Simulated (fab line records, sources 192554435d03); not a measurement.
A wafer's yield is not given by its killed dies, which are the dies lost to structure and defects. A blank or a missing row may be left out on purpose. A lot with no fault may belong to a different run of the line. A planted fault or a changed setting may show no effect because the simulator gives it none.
fab line records + flow n5-finfet
record:
- lots: 11
- wafers: 28
- last-day: 18
route steps=1938 shown BEOL_M12@1615 PASSIVATION@1936
lots untouched by any fault: they come from a run of this same line in which no faults occurred
start-h: hours from the record's first day to the start of the lot's first wafer shown + wait-h: hours elapsed since this lot's preceding step + " unchanged from the row above + L1.1+2: one row covering several wafers at once + - no value present, or no start provided + * or withheld: withheld + < > ~ a bound
route shown NAME@n: NAME is a module with steps in the file, n the number in the route of the first one + usual: mean/standard deviation taken from wafers without a fault + same: alike in all rows + chamber/n: place in a boat + sites: each site's reading + _std_site: their standard deviation + _edge_site: inner sites' mean taken away from outer sites' mean + radius-mm: how far each site lies from the wafer's centre + mask NAME#n: copy n + behind: the most recent tool/chamber to have shaped the wafer + hold: the reason the lot was held/the length of the hold in hours/how it ended + device: which transistor (n, p or np) failed to switch + end of line: the route-end tests of the same wafers + a step with no rows: only its recipe + killed: at the first sort, the dies lost to defects and structure; wafer yield is something else + map: the dies of a wafer, with x for killed, . for not killed, _ for no die there
set.NAME: the run value of the setting; set.NAME@STEP: its run value at that earlier step + model.NAME: the simulator's own value behind a step, which no gauge read
route steps across a sampled set of lots; one table per step, one row per wafer
services: from which hour (start-h, from the record's first day; less than 0 if before it) a tool's chamber was out of use, for how many hours, and why
== steps ==
step: N5_BEOL_M12_DESCUM_15
recipe:
- chemistry: O2
- time-s: 7.9
- source-power-w: 50
- bias-power-w: 20
- pressure-mtorr: 20
- rf-frequency-hz: 2.712e+07
- temp-c: 40
- o2-flow-sccm: 225
usual:
- bias-power-w: 20.00/0.059
- drypump-motor-current-A: 5.55/0.24
- oes-product-au: 0.77/0.074
- rf-vpp-V: 242.4/1.5
- showerhead-plenum-p-Torr: 2.05/0.087
- throttle-valve-pct: 20.55/0.24
| lot.wafer | tool        | chamber | start-h | wait-h | bias-power-w | drypump-motor-current-A | oes-product-au | rf-hours-counter-h | rf-vpp-V | showerhead-plenum-p-Torr | throttle-valve-pct |
|-----------|-------------|---------|---------|--------|--------------|-------------------------|----------------|--------------------|----------|--------------------------|--------------------|
| L259.2    | rie-diel-02 | 1       | 291.12  | 0.0    | 20.03        | 4.91                    | 0.91           | 32                 | 242.5    | 2.04                     | 20.11              |
| L259.5    | "           | 1       | "       | "      | 20.03        | 4.93                    | 0.91           | -                  | 242.5    | 2.04                     | 20.11              |
| L262.2    | rie-diel-03 | 3       | 301.95  | 0.0    | 20.08        | 5.77                    | 0.83           | 71                 | 241.6    | 2.05                     | 20.55              |
| L262.4    | "           | 1       | "       | "      | 20.12        | 5.69                    | 0.72           | 169                | 242.4    | 1.99                     | 20.59              |
| L263.1    | rie-diel-01 | 3       | 307.50  | 0.3    | 19.98        | 5.41                    | 0.69           | 219                | 242.5    | 2.07                     | 20.17              |
| L263.2    | "           | 1       | "       | "      | 20.07        | 5.10                    | 0.78           | 118                | 244.1    | 2.10                     | 20.43              |
| L263.4    | "           | 2       | "       | "      | 19.90        | 5.94                    | 0.79           | 122                | 243.8    | 2.12                     | 20.78              |
| L264.2    | rie-diel-01 | 1       | 312.72  | 0.2    | 20.05        | 5.10                    | 0.79           | 120                | 242.4    | 2.10                     | 20.45              |
| L264.3    | "           | 2       | "       | "      | 19.95        | 5.95                    | 0.79           | 125                | 244.7    | 2.12                     | 20.80              |
| L264.6    | "           | 0       | "       | "      | 20.01        | 5.47                    | 0.87           | -                  | 242.8    | 2.06                     | 20.44              |
| L267.1    | rie-diel-03 | 0       | 322.16  | 0.1    | 19.96        | 5.55                    | 0.74           | 142                | 243.8    | 2.19                     | 20.89              |
| L267.2    | "           | 3       | "       | "      | 19.97        | 5.79                    | 0.81           | 78                 | 242.7    | 2.05                     | 20.56              |
| L267.3    | "           | 2       | "       | "      | 19.99        | 5.56                    | 0.70           | 234                | 240.2    | 1.87                     | 20.55              |
| L268.1    | rie-diel-03 | 2       | 326.71  | 0.1    | 19.99        | 5.57                    | 0.70           | 235                | 241.0    | 1.87                     | 20.55              |
| L268.2    | "           | 0       | "       | "      | 20.09        | 5.54                    | 0.75           | 144                | 244.7    | 2.19                     | 20.87              |
| L268.5    | "           | 0       | "       | "      | 20.07        | 5.57                    | 0.74           | -                  | 242.9    | 2.19                     | 20.88              |
| L271.1    | rie-diel-03 | 1       | 355.75  | 0.0    | 20.04        | 5.74                    | 0.71           | 188                | 240.8    | 1.99                     | 20.62              |
| L271.5    | "           | 1       | "       | "      | 20.03        | 5.67                    | 0.71           | -                  | 241.6    | 1.98                     | 20.62              |
| L272.1    | rie-diel-03 | 2       | 361.75  | 0.0    | 20.02        | 5.57                    | 0.69           | 247                | 242.2    | 1.87                     | 20.58              |
| L272.6    | "           | 3       | "       | "      | 20.02        | 5.77                    | 0.80           | -                  | 242.3    | 2.05                     | 20.58              |
| L273.2    | rie-diel-03 | 1       | 380.50  | 0.1    | 20.02        | 5.72                    | 0.70           | 197                | 241.6    | 1.98                     | 20.63              |
| L273.3    | "           | 0       | "       | "      | 19.96        | 5.57                    | 0.73           | 163                | 243.8    | 2.18                     | 20.89              |
| L274.1    | rie-diel-03 | 1       | 383.40  | 0.0    | 19.99        | 5.73                    | 0.70           | 199                | 240.1    | 1.98                     | 20.64              |
| L274.4    | "           | 0       | "       | "      | 19.93        | 5.56                    | 0.74           | -                  | 243.9    | 2.18                     | 20.89              |
| L274.5    | "           | 3       | "       | "      | 20.00        | 5.74                    | 0.79           | -                  | 241.7    | 2.04                     | 20.59              |
| L275.3    | rie-diel-03 | 1       | 390.46  | 0.3    | 20.00        | 5.70                    | 0.70           | 201                | 240.2    | 1.98                     | 20.63              |
| L275.4    | "           | 1       | "       | "      | 20.00        | 5.70                    | 0.70           | -                  | 240.7    | 1.98                     | 20.65              |
| L275.5    | "           | 0       | "       | "      | 19.98        | 5.60                    | 0.72           | -                  | 243.9    | 2.18                     | 20.89              |
step: N5_BEOL_M12_DESCUM_33
recipe:
- chemistry: O2
- time-s: 7.9
- source-power-w: 50
- bias-power-w: 20
- pressure-mtorr: 20
- rf-frequency-hz: 2.712e+07
- temp-c: 40
- o2-flow-sccm: 225
usual:
- bias-power-w: 20.00/0.057
- drypump-motor-current-A: 5.52/0.28
- oes-product-au: 0.78/0.072
- rf-vpp-V: 242.6/1.4
- showerhead-plenum-p-Torr: 2.07/0.078
- throttle-valve-pct: 20.51/0.27
| lot.wafer | tool        | chamber | start-h | wait-h | bias-power-w | drypump-motor-current-A | oes-product-au | rf-hours-counter-h | rf-vpp-V | showerhead-plenum-p-Torr | throttle-valve-pct |
|-----------|-------------|---------|---------|--------|--------------|-------------------------|----------------|--------------------|----------|--------------------------|--------------------|
| L259.2    | rie-diel-01 | 1       | 292.38  | 0.3    | 20.00        | 5.10                    | 0.80           | 113                | 243.3    | 2.10                     | 20.41              |
| L259.5    | "           | 2       | "       | "      | 20.07        | 5.93                    | 0.81           | -                  | 243.1    | 2.12                     | 20.77              |
| L262.2    | rie-diel-01 | 3       | 303.20  | 0.4    | 19.93        | 5.42                    | 0.70           | 217                | 243.0    | 2.07                     | 20.14              |
| L262.4    | "           | 2       | "       | "      | 20.03        | 5.94                    | 0.79           | 120                | 243.5    | 2.12                     | 20.79              |
| L263.1    | rie-diel-01 | 3       | 308.58  | 0.0    | 20.01        | 5.42                    | 0.70           | 220                | 242.2    | 2.07                     | 20.15              |
| L263.2    | "           | 1       | "       | "      | 20.02        | 5.11                    | 0.79           | 118                | 243.9    | 2.10                     | 20.41              |
| L263.4    | "           | 0       | "       | "      | 19.94        | 5.46                    | 0.88           | 45                 | 242.2    | 2.06                     | 20.42              |
| L264.2    | rie-diel-03 | 1       | 313.88  | 0.0    | 20.03        | 5.71                    | 0.72           | 173                | 241.3    | 1.99                     | 20.58              |
| L264.3    | "           | 0       | "       | "      | 19.97        | 5.55                    | 0.75           | 139                | 244.1    | 2.19                     | 20.86              |
| L264.6    | "           | 2       | "       | "      | 19.97        | 5.60                    | 0.71           | -                  | 240.3    | 1.87                     | 20.55              |
| L267.1    | rie-diel-03 | 1       | 323.08  | 0.0    | 20.05        | 5.68                    | 0.71           | 176                | 241.6    | 1.99                     | 20.59              |
| L267.2    | "           | 3       | "       | "      | 19.99        | 5.78                    | 0.82           | 78                 | 241.7    | 2.05                     | 20.55              |
| L267.3    | "           | 0       | "       | "      | 19.97        | 5.59                    | 0.74           | 142                | 244.8    | 2.19                     | 20.88              |
| L268.1    | rie-diel-03 | 2       | 327.78  | 0.0    | 19.91        | 5.58                    | 0.71           | 236                | 240.3    | 1.87                     | 20.57              |
| L268.2    | "           | 0       | "       | "      | 19.92        | 5.59                    | 0.74           | 144                | 243.6    | 2.19                     | 20.87              |
| L268.5    | "           | 1       | "       | "      | 19.86        | 5.70                    | 0.71           | -                  | 242.4    | 1.99                     | 20.60              |
| L271.1    | rie-diel-02 | 0       | 356.66  | 0.0    | 19.99        | 5.40                    | 0.95           | 2                  | 243.8    | 2.24                     | 20.16              |
| L271.5    | "           | 1       | "       | "      | 19.96        | 4.91                    | 0.88           | -                  | 241.7    | 2.03                     | 20.16              |
| L272.1    | rie-diel-01 | 3       | 362.92  | 0.3    | 19.97        | 5.38                    | 0.68           | 240                | 243.5    | 2.06                     | 20.17              |
| L272.6    | "           | 3       | "       | "      | 20.05        | 5.40                    | 0.69           | -                  | 242.5    | 2.06                     | 20.19              |
| L273.2    | rie-diel-02 | 0       | 381.41  | 0.0    | 19.94        | 5.44                    | 0.92           | 9                  | 246.2    | 2.24                     | 20.17              |
| L273.3    | "           | 2       | "       | "      | 20.08        | 5.76                    | 0.81           | 79                 | 244.0    | 2.11                     | 20.24              |
| L274.1    | rie-diel-01 | 0       | 384.31  | 0.0    | 20.06        | 5.49                    | 0.85           | 71                 | 241.9    | 2.05                     | 20.44              |
| L274.4    | "           | 1       | "       | "      | 19.95        | 5.12                    | 0.77           | 142                | 243.9    | 2.09                     | 20.47              |
| L274.5    | "           | 1       | "       | "      | 19.95        | 5.10                    | 0.76           | -                  | 243.6    | 2.09                     | 20.48              |
| L275.3    | rie-diel-01 | 2       | 391.39  | 0.0    | 19.98        | 5.95                    | 0.77           | 150                | 242.5    | 2.11                     | 20.83              |
| L275.4    | "           | 3       | "       | "      | 20.02        | 5.41                    | 0.68           | 249                | 243.1    | 2.06                     | 20.19              |
| L275.5    | "           | 0       | "       | "      | 19.94        | 5.41                    | 0.83           | -                  | 243.4    | 2.05                     | 20.45              |
step: N5_BEOL_M12_ETCH_67
recipe:
- chemistry: CF4
- target: SiARC
- target-depth-a: 1430
- time-s: 238.3
- ion-energy-ev: 80
- pressure-mtorr: 40
- source-w: 545
- bias-w: 36
- Ar_flow_sccm: 100
- cf4-flow-sccm: 100
- ends: cleared
usual:
- drypump-motor-current-A: 5.52/0.28
- etch-rf-on-time-s: 234/5.6
- oes-product-au: 0.68/0.064
- rf-vpp-V: 183.7/1.2
- showerhead-plenum-p-Torr: 2.11/0.072
- throttle-valve-pct: 15.65/0.25
| lot.wafer | tool        | chamber | start-h | wait-h | drypump-motor-current-A | etch-rf-on-time-s | oes-product-au | rf-hours-counter-h | rf-vpp-V | showerhead-plenum-p-Torr | throttle-valve-pct |
|-----------|-------------|---------|---------|--------|-------------------------|-------------------|----------------|--------------------|----------|--------------------------|--------------------|
| L259.2    | rie-diel-01 | 1       | 292.41  | 0.0    | 5.09                    | 148               | 0.91           | 113                | 183.7    | 2.16                     | 15.61              |
| L259.5    | "           | 2       | "       | "      | 5.95                    | 231               | 0.68           | -                  | 183.2    | 2.15                     | 15.83              |
| L262.2    | rie-diel-01 | 3       | 303.24  | 0.0    | 5.43                    | 152               | 0.79           | 217                | 182.5    | 2.12                     | 15.38              |
| L262.4    | "           | 2       | "       | "      | 5.95                    | 233               | 0.68           | 120                | 183.2    | 2.14                     | 15.84              |
| L263.1    | rie-diel-01 | 3       | 308.61  | 0.0    | 5.40                    | 151               | 0.79           | 220                | 184.7    | 2.12                     | 15.38              |
| L263.2    | "           | 1       | "       | "      | 5.11                    | 147               | 0.91           | 118                | 185.6    | 2.16                     | 15.63              |
| L263.4    | "           | 0       | "       | "      | 5.47                    | 229               | 0.76           | 45                 | 183.7    | 2.09                     | 15.33              |
| L264.2    | rie-diel-03 | 1       | 313.92  | 0.0    | 5.67                    | 238               | 0.63           | 173                | 182.1    | 2.04                     | 15.80              |
| L264.3    | "           | 0       | "       | "      | 5.56                    | 233               | 0.64           | 139                | 184.4    | 2.24                     | 16.01              |
| L264.6    | "           | 2       | "       | "      | 5.59                    | 239               | 0.60           | -                  | 180.7    | 1.95                     | 15.96              |
| L267.1    | rie-diel-03 | 1       | 323.12  | 0.0    | 5.67                    | 236               | 0.62           | 176                | 183.9    | 2.04                     | 15.80              |
| L267.2    | "           | 3       | "       | "      | 5.76                    | 234               | 0.71           | 78                 | 184.8    | 2.09                     | 15.60              |
| L267.3    | "           | 0       | "       | "      | 5.53                    | 233               | 0.64           | 142                | 185.2    | 2.23                     | 16.01              |
| L268.1    | rie-diel-03 | 2       | 327.81  | 0.0    | 5.58                    | 237               | 0.60           | 236                | 181.5    | 1.95                     | 15.95              |
| L268.2    | "           | 0       | "       | "      | 5.56                    | 233               | 0.64           | 144                | 184.6    | 2.23                     | 16.03              |
| L268.5    | "           | 1       | "       | "      | 5.67                    | 235               | 0.63           | -                  | 181.2    | 2.04                     | 15.80              |
| L271.1    | rie-diel-02 | 0       | 356.70  | 0.0    | 5.42                    | 235               | 0.81           | 2                  | 185.9    | 2.29                     | 15.27              |
| L271.5    | "           | 1       | "       | "      | 4.92                    | 231               | 0.75           | -                  | 182.5    | 2.10                     | 15.45              |
| L272.1    | rie-diel-01 | 3       | 362.96  | 0.0    | 5.41                    | 236               | 0.59           | 240                | 183.1    | 2.11                     | 15.41              |
| L272.6    | "           | 3       | "       | "      | 5.43                    | 236               | 0.59           | -                  | 184.2    | 2.11                     | 15.43              |
| L273.2    | rie-diel-02 | 0       | 381.44  | 0.0    | 5.45                    | 234               | 0.79           | 10                 | 185.1    | 2.28                     | 15.31              |
| L273.3    | "           | 2       | "       | "      | 5.80                    | 236               | 0.70           | 79                 | 184.6    | 2.17                     | 15.45              |
| L274.1    | rie-diel-01 | 0       | 384.34  | 0.0    | 5.50                    | 229               | 0.73           | 71                 | 184.8    | 2.08                     | 15.39              |
| L274.4    | "           | 1       | "       | "      | 5.12                    | 229               | 0.66           | 142                | 183.9    | 2.15                     | 15.67              |
| L274.5    | "           | 1       | "       | "      | 5.12                    | 230               | 0.66           | -                  | 185.0    | 2.15                     | 15.67              |
| L275.3    | rie-diel-01 | 2       | 391.43  | 0.0    | 5.93                    | 233               | 0.66           | 150                | 186.5    | 2.13                     | 15.90              |
| L275.4    | "           | 3       | "       | "      | 5.41                    | 236               | 0.59           | 249                | 183.5    | 2.11                     | 15.44              |
| L275.5    | "           | 0       | "       | "      | 5.44                    | 230               | 0.73           | -                  | 182.3    | 2.08                     | 15.40              |
step: N5_BEOL_M12_DEGAS_41
recipe:
- ambient: vacuum
- temp-c: 250
- time-s: 60
usual:
- heater-power-w: 326/21
| lot.wafer | tool           | chamber | start-h | wait-h | heater-power-w |
|-----------|----------------|---------|---------|--------|----------------|
| L259.2    | pvd-sputter-02 | -       | 295.62  | 0.5    | 321            |
| L259.5    | "              | -       | "       | "      | 338            |
| L262.2    | pvd-sputter-02 | -       | 304.51  | 0.1    | 321            |
| L262.4    | "              | -       | "       | "      | 322            |
| L263.1    | pvd-sputter-03 | -       | 311.83  | 0.5    | 324            |
| L263.2    | "              | -       | "       | "      | 342            |
| L263.4    | "              | -       | "       | "      | 325            |
| L264.2    | pvd-sputter-03 | -       | 315.07  | 0.2    | 338            |
| L264.3    | "              | -       | "       | "      | 323            |
| L264.6    | "              | -       | "       | "      | 324            |
| L267.1    | pvd-sputter-03 | -       | 327.94  | 0.3    | 351            |
| L267.2    | "              | -       | "       | "      | 336            |
| L267.3    | "              | -       | "       | "      | 327            |
| L268.1    | pvd-sputter-03 | -       | 335.60  | 0.5    | 334            |
| L268.2    | "              | -       | "       | "      | 359            |
| L268.5    | "              | -       | "       | "      | 356            |
| L271.1    | pvd-sputter-03 | -       | 363.01  | 0.0    | 311            |
| L271.5    | "              | -       | "       | "      | 351            |
| L272.1    | pvd-sputter-01 | -       | 364.12  | 0.4    | 346            |
| L272.6    | "              | -       | "       | "      | 276            |
| L273.2    | pvd-sputter-02 | -       | 382.49  | 0.2    | 345            |
| L273.3    | "              | -       | "       | "      | 320            |
| L274.1    | pvd-sputter-01 | -       | 388.70  | 0.1    | 294            |
| L274.4    | "              | -       | "       | "      | 272            |
| L274.5    | "              | -       | "       | "      | 304            |
| L275.3    | pvd-sputter-03 | -       | 394.38  | 2.2    | 349            |
| L275.4    | "              | -       | "       | "      | 351            |
| L275.5    | "              | -       | "       | "      | 327            |
step: N5_PASSIVATION_PROBE_49
usual:
- defect-limited-yield: 91.3/1.3
- killed_at_M0_to_M3: 36/12
- killed_at_M4_up: 13/4.6
- killed-at-contacts: 13/5.4
- killed-at-front-end: 37/10
- killed-at-other: 3.6/2.9
- killed-dies: 102/15
- killed-on-rim: 13/4
- killed-open: 67/12
- killed-short: 33/7.5
- sort_bin_5_function: 5.1/0.93
- sort_bin_6_memory: 3.2/0.62
- sort-n-pass: 1078/15
- sort-yield-pct: 91.3/1.3
same:
- gross-dies: 1180
- killed-at-back-side: 0
- sort_bin_4_leakage[%]: 0
- sort_bin_8_speed[%]: 0
| lot.wafer | tool      | chamber | start-h | wait-h | defect-limited-yield[%] | killed_at_M0_to_M3 | killed_at_M4_up | killed-at-contacts | killed-at-front-end | killed-at-other | killed-dies | killed-on-rim | killed-open | killed-short | sort_bin_5_function[%] | sort_bin_6_memory[%] | sort-n-pass | sort-yield-pct[%] |
|-----------|-----------|---------|---------|--------|-------------------------|--------------------|-----------------|--------------------|---------------------|-----------------|-------------|---------------|-------------|--------------|------------------------|----------------------|-------------|-------------------|
| L259.2    | prober-01 | -       | 329.22  | 0.2    | 90.3                    | 44                 | 13              | 13                 | 39                  | 5               | 114         | 19            | 61          | 48           | 6.1                    | 3.2                  | 1066        | 90.3              |
| L259.5    | prober-01 | -       | 329.37  | 0.4    | 91.6                    | 37                 | 13              | 6                  | 41                  | 2               | 99          | 14            | 56          | 43           | 5.2                    | 3.1                  | 1081        | 91.6              |
| L263.1    | prober-01 | -       | 345.68  | 0.0    | 91.6                    | 42                 | 14              | 5                  | 36                  | 2               | 99          | 10            | 66          | 33           | 4.5                    | 3.8                  | 1081        | 91.6              |
| L263.2    | prober-01 | -       | 345.73  | 0.1    | 95.0                    | 24                 | 4               | 9                  | 21                  | 1               | 59          | 6             | 38          | 21           | 3.1                    | 1.8                  | 1121        | 95.0              |
| L263.4    | prober-01 | -       | 345.83  | 0.2    | 93.8                    | 31                 | 6               | 6                  | 27                  | 3               | 73          | 10            | 46          | 27           | 3.1                    | 2.7                  | 1107        | 93.8              |
| L264.2    | prober-02 | -       | 354.45  | 0.1    | 92.4                    | 18                 | 12              | 12                 | 48                  | 0               | 90          | 12            | 59          | 31           | 3.7                    | 3.5                  | 1090        | 92.4              |
| L264.3    | prober-02 | -       | 354.50  | 0.1    | 93.0                    | 22                 | 20              | 10                 | 30                  | 1               | 83          | 5             | 57          | 26           | 4.5                    | 2.2                  | 1097        | 93.0              |
| L264.6    | prober-02 | -       | 354.65  | 0.3    | 90.1                    | 40                 | 18              | 19                 | 38                  | 2               | 117         | 14            | 82          | 33           | 6.2                    | 3.6                  | 1063        | 90.1              |
| L267.1    | prober-01 | -       | 365.32  | 0.0    | 92.5                    | 23                 | 17              | 12                 | 35                  | 1               | 88          | 12            | 65          | 21           | 4.4                    | 3.0                  | 1092        | 92.5              |
| L267.2    | prober-01 | -       | 365.37  | 0.1    | 90.8                    | 44                 | 17              | 10                 | 36                  | 2               | 109         | 16            | 80          | 27           | 5.2                    | 3.6                  | 1071        | 90.8              |
| L267.3    | prober-01 | -       | 365.42  | 0.1    | 91.9                    | 22                 | 16              | 21                 | 36                  | 1               | 96          | 14            | 70          | 24           | 4.7                    | 3.2                  | 1084        | 91.9              |
| L268.1    | prober-02 | -       | 372.58  | 0.0    | 91.2                    | 51                 | 12              | 11                 | 30                  | 0               | 104         | 10            | 77          | 27           | 5.3                    | 3.1                  | 1076        | 91.2              |
| L268.2    | prober-02 | -       | 372.63  | 0.1    | 88.6                    | 72                 | 10              | 17                 | 35                  | 1               | 135         | 19            | 88          | 47           | 6.9                    | 4.2                  | 1045        | 88.6              |
| L268.5    | prober-02 | -       | 372.78  | 0.2    | 89.2                    | 49                 | 14              | 11                 | 51                  | 2               | 127         | 19            | 89          | 38           | 7.0                    | 3.4                  | 1053        | 89.2              |
| L275.3    | prober-02 | -       | 424.40  | 0.1    | 91.7                    | 34                 | 14              | 18                 | 26                  | 6               | 98          | 16            | 68          | 25           | 4.3                    | 3.3                  | 1082        | 91.7              |
| L275.4    | prober-02 | -       | 424.45  | 0.2    | 89.2                    | 48                 | 12              | 19                 | 43                  | 5               | 127         | 26            | 79          | 41           | 6.4                    | 3.3                  | 1053        | 89.2              |
| L275.5    | prober-02 | -       | 424.50  | 0.2    | 89.7                    | 52                 | 13              | 12                 | 42                  | 3               | 122         | 11            | 81          | 41           | 5.7                    | 4.6                  | 1058        | 89.7              |
killed by level:class
L259.2 BEOL_M0_SAQP:geometric-particle:short=16 MOL_CONTACT_COAG:geometric-particle:open=11 STI_FIN_REVEAL:geometric-particle:open=9 BEOL_M2:geometric-particle:short=7 FIN_SAQP:geometric-particle:open=6 GATE_CUT:geometric-particle:short=5 BEOL_M3:geometric-particle:open=5 FIN_SAQP:geometric-particle:short=4
L259.5 FIN_SAQP:geometric-particle:short=13 BEOL_M2:geometric-particle:open=10 FIN_SAQP:geometric-particle:open=8 BEOL_M0_SAQP:geometric-particle:open=7 BEOL_M0_SAQP:geometric-particle:short=7 BEOL_M1:geometric-particle:open=6 MOL_CONTACT_COAG:geometric-particle:open=5 BEOL_M2:geometric-particle:short=5
L263.1 BEOL_M3:geometric-particle:open=9 BEOL_M0_SAQP:geometric-particle:open=8 FIN_SAQP:geometric-particle:short=7 STI_FIN_REVEAL:geometric-particle:open=7 BEOL_M2:geometric-particle:open=7 BEOL_M0_SAQP:geometric-particle:short=6 BEOL_M1:geometric-particle:open=5 BEOL_M4:geometric-particle:open=5
L263.2 BEOL_M0_SAQP:geometric-particle:open=8 BEOL_M2:geometric-particle:short=8 MOL_CONTACT_COAG:geometric-particle:open=6 FIN_SAQP:geometric-particle:open=3 STI_FIN_REVEAL:geometric-particle:open=3 MOL_CONTACT_COAG:geometric-particle:short=3 STARTING-WAFER:geometric-particle:open=3 STARTING-WAFER:geometric-particle:short=3
L263.4 BEOL_M1:geometric-particle:open=8 BEOL_M0_SAQP:geometric-particle:open=6 MOL_CONTACT_COAG:geometric-particle:open=5 BEOL_M2:geometric-particle:open=5 FIN_SAQP:geometric-particle:short=4 STI_FIN_REVEAL:geometric-particle:open=4 BEOL_M2:geometric-particle:short=4 ILD0:geometric-particle:open=3
L264.2 FIN_SAQP:geometric-particle:short=12 STI_FIN_REVEAL:geometric-particle:open=11 MOL_CONTACT_COAG:geometric-particle:open=9 BEOL_M1:geometric-particle:open=8 BEOL_M4:geometric-particle:open=7 GATE_CUT:geometric-particle:short=6 BEOL_M2:geometric-particle:open=6 STARTING-WAFER:geometric-particle:open=4
L264.3 BEOL_M4:geometric-particle:open=14 STI_FIN_REVEAL:geometric-particle:open=8 MOL_CONTACT_COAG:geometric-particle:open=7 BEOL_M1:geometric-particle:open=7 FIN_SAQP:geometric-particle:short=6 FIN_SAQP:geometric-particle:open=5 BEOL_M0_SAQP:geometric-particle:open=4 STI_FIN_REVEAL:geometric-particle:short=3
L264.6 MOL_CONTACT_COAG:geometric-particle:open=16 BEOL_M1:geometric-particle:open=16 BEOL_M4:geometric-particle:open=11 FIN_SAQP:geometric-particle:open=8 FIN_SAQP:geometric-particle:short=8 BEOL_M0:geometric-particle:open=6 GATE_CUT:geometric-particle:short=4 BEOL_M0_SAQP:geometric-particle:open=4
L267.1 MOL_CONTACT_COAG:geometric-particle:open=11 STI_FIN_REVEAL:geometric-particle:open=10 BEOL_M4:geometric-particle:open=9 BEOL_M0_SAQP:geometric-particle:open=6 BEOL_M1:geometric-particle:open=6 DUMMY_GATE:geometric-particle:open=5 GATE_CUT:geometric-particle:short=5 BEOL_M3:geometric-particle:open=5
L267.2 BEOL_M2:geometric-particle:open=13 STI_FIN_REVEAL:geometric-particle:open=11 BEOL_M0_SAQP:geometric-particle:open=11 BEOL_M4:geometric-particle:open=10 MOL_CONTACT_COAG:geometric-particle:open=9 BEOL_M0_SAQP:geometric-particle:short=7 FIN_SAQP:geometric-particle:short=6 BEOL_M3:geometric-particle:open=6
L267.3 MOL_CONTACT_COAG:geometric-particle:open=20 STARTING-WAFER:geometric-particle:open=7 GATE_CUT:geometric-particle:short=5 BEOL_M3:geometric-particle:open=5 FIN_SAQP:geometric-particle:open=4 STI_FIN_REVEAL:geometric-particle:open=4 BEOL_M0:geometric-particle:open=4 BEOL_M4:geometric-particle:open=4
L268.1 BEOL_M0_SAQP:geometric-particle:open=12 BEOL_M0:geometric-particle:open=11 MOL_CONTACT_COAG:geometric-particle:open=10 BEOL_M2:geometric-particle:open=10 BEOL_M0_SAQP:geometric-particle:short=8 STI_FIN_REVEAL:geometric-particle:open=7 BEOL_M3:geometric-particle:open=7 STARTING-WAFER:geometric-particle:short=5
L268.2 BEOL_M3:geometric-particle:open=22 MOL_CONTACT_COAG:geometric-particle:open=13 BEOL_M0_SAQP:geometric-particle:short=9 FIN_SAQP:geometric-particle:short=8 BEOL_M0:geometric-particle:open=8 BEOL_M1:geometric-particle:open=8 BEOL_M0_SAQP:geometric-particle:open=7 BEOL_M1:geometric-particle:short=7
L268.5 STI_FIN_REVEAL:geometric-particle:open=13 MOL_CONTACT_COAG:geometric-particle:open=10 FIN_SAQP:geometric-particle:open=9 BEOL_M0_SAQP:geometric-particle:open=9 BEOL_M0_SAQP:geometric-particle:short=8 BEOL_M4:geometric-particle:open=8 BEOL_M2:geometric-particle:open=8 GATE_CUT:geometric-particle:short=6
L275.3 MOL_CONTACT_COAG:geometric-particle:open=14 BEOL_M0_SAQP:geometric-particle:short=13 BEOL_M0_SAQP:geometric-particle:open=12 FIN_SAQP:geometric-particle:open=7 BEOL_M4:geometric-particle:open=7 HKMG_FIN:area-etch=5 STI_FIN_REVEAL:geometric-particle:open=4 MOL_CONTACT_COAG:geometric-particle:short=4
L275.4 MOL_CONTACT_COAG:geometric-particle:open=18 BEOL_M0_SAQP:geometric-particle:short=14 STI_FIN_REVEAL:geometric-particle:open=13 BEOL_M1:geometric-particle:open=8 HKMG_FIN:area-etch=7 BEOL_M0_SAQP:geometric-particle:open=6 FIN_SAQP:geometric-particle:open=5 BEOL_M3:geometric-particle:open=5
L275.5 STI_FIN_REVEAL:geometric-particle:open=17 BEOL_M0_SAQP:geometric-particle:short=13 BEOL_M0_SAQP:geometric-particle:open=11 MOL_CONTACT_COAG:geometric-particle:open=11 BEOL_M2:geometric-particle:open=6 BEOL_M3:geometric-particle:open=6 FIN_SAQP:geometric-particle:short=5 STI_FIN_REVEAL:geometric-particle:short=5
== services ==
| tool           | chamber | start-h | hours | kind                          |
|----------------|---------|---------|-------|-------------------------------|
| pvd-sputter-01 | -       | 291.75  | 1.0   | repair                        |
| rie-diel-02    | 0       | 323.54  | -     | clean                         |
| rie-diel-02    | 0       | 323.54  | -     | consumable-replace:focus-ring |
| rie-diel-02    | 0       | 323.54  | -     | consumable-replace:showerhead |
| rie-diel-02    | 0       | 323.54  | 27.2  | scheduled-down                |
| rie-diel-02    | 0       | 323.54  | 27.2  | vent-cycle                    |
| rie-diel-02    | 3       | 346.66  | 4.7   | repair                        |
| pvd-sputter-03 | -       | 357.96  | 4.7   | repair                        |
| rie-diel-03    | 2       | 367.98  | -     | clean                         |
| rie-diel-03    | 2       | 367.98  | -     | consumable-replace:focus-ring |
| rie-diel-03    | 2       | 367.98  | -     | consumable-replace:showerhead |
| rie-diel-03    | 2       | 367.98  | 22.5  | scheduled-down                |
| rie-diel-03    | 2       | 367.98  | 22.5  | vent-cycle                    |
| rie-diel-01    | -       | 381.23  | 1.4   | repair                        |
| rie-diel-02    | 0       | 383.08  | 9.9   | repair                        |
| pvd-sputter-02 | -       | 385.67  | 3.8   | repair                        |
== key ==
first-sign:
- step: N5_BEOL_M12_ETCH_67
- reading: etch-rf-on-time-s
- direction: down
- sigmas: 15
- usual: *
- struck: *
effect:
- step: N5_BEOL_M12_ETCH_67
- reading: oes-product-au
- direction: up
- sigmas: 2.7
- usual: 0.68
- struck: 0.85
met-at N5_BEOL_M12_ETCH_67
struck-lots L259,L262,L263
struck-wafers L259.2,L262.2,L263.1,L263.2
not-acting-at N5_BEOL_M12_DESCUM_15,N5_BEOL_M12_DESCUM_33,N5_BEOL_M12_DEGAS_41
fault:
- kind: process-parameter-drift
- tool: rie-diel-01
- chamber: -
- onset-h: 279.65
- steps: N5_BEOL_M12_ETCH_67
- channel: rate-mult
- offset: 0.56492
- shape: step
- end-h: 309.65
- scope: struck-wafers-only
